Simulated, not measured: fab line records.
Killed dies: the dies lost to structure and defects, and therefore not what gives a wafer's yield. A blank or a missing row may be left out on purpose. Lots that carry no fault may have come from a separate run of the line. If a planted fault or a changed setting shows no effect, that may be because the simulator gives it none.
8D (eight disciplines) problem report, filled in by code || flow n5 finfet || the parts of the form that need people (team, actions taken, sign-off) are left out

## 1. THE ISSUE
run length s at N5_BEOL_M3_CVD_47 reads a mean of 149.6 s on 2 wafers of 2 lots; wafers without a fault read 246.7 s with a standard deviation of 0.52. That is -99 or more standard deviations from the usual mean.
The step: deposits Co from CCTBA/H2, target thk 3 nm, time 223.8 s.
Earliest sighting: wafer L952.4 on cvd co-01 at day 11 22:45. Wafers with a number at this step in the record: 28, from 10 lots. Rule for "out" (also "out of limits"): further than 4 standard deviations from the usual mean. The rest of the wafers with a number are treated as sound.

## 2. WHAT IT IS, AND WHAT IT ISN'T
{"question": "which readings at this step", "is": "run length s", "is not": "-"}
{"question": "which lots", "is": "L950, L952", "is not": "L933, L934, L935, L936, L939, L948, L953, L956"}
{"question": "which wafers of those lots", "is": "L950.4, L952.4", "is not": "L950.5, L952.2"}
{"question": "read on which tools", "is": "cvd co-01", "is not": "cvd co-02"}
{"question": "when", "is": "from day 11 22:45", "is not": "up to then (19 sound wafers); but 7 sound wafers of L950, L953, L956 came after"}

## 3. SUSPECTS, AND WHAT RULES EACH OUT
Counting: a tool at a process step up to the reading stays a suspect if it ran every lot that is out. Sound lots after the first of them don't rule it out here, since some wafers of a struck lot are sound.
- cvd co-01 at N5_BEOL_M3_CVD_47 (deposits Co from CCTBA/H2, target thk 3 nm, time 223.8 s): kept. Every lot that is out went through it, the first being L952 (day 11 22:45); the last sound lot it ran before that was L934 (day 7 18:44). Out on those wafers are its own readings of run length s.
- Within cvd co-01 at N5_BEOL_M3_CVD_47, the wafers that are out were processed in chamber 2 and their sound lot-mates in chamber 1.
After counting, what remains is cvd co-01 at N5_BEOL_M3_CVD_47.

## 4. THE CAUSE (what the simulator had put in)
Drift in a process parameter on cvd co-01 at N5_BEOL_M3_CVD_47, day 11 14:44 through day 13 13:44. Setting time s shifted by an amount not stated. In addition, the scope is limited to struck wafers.
This tool alone remained once counting was done.

## 5. THE EFFECT CHAIN, in route order
Each row: a reading whose mean over the struck wafers that have a number lies more than 3 standard deviations from the usual. Readings are gone through only where the record gives a usual standard deviation; hours: the median, over the lots, of the time from a lot's start at the first step in this table giving one to that lot's start at this step; sigmas: the change measured in usual standard deviations.
{"hours": 0, "step": "N5_BEOL_M3_CVD_47", "reading": "run length s", "usual": "246.7 s", "on struck wafers": 149.6, "change": -97.1, "sigmas": "-99 or more"}
The process steps in it:
- N5_BEOL_M3_CVD_47: deposits Co from CCTBA/H2, target thk 3 nm, time 223.8 s.
Later measuring or inspecting steps at which every struck wafer that the step has a row for has a number for every such reading, and none has moved that far: N5_BEOL_M4_RC_MEAS_101.

## 6. WHAT WOULD HAVE CAUGHT IT SOONER
In this record the first reading out of limits was taken at day 11 22:45, 8 hours after the fault began at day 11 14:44.
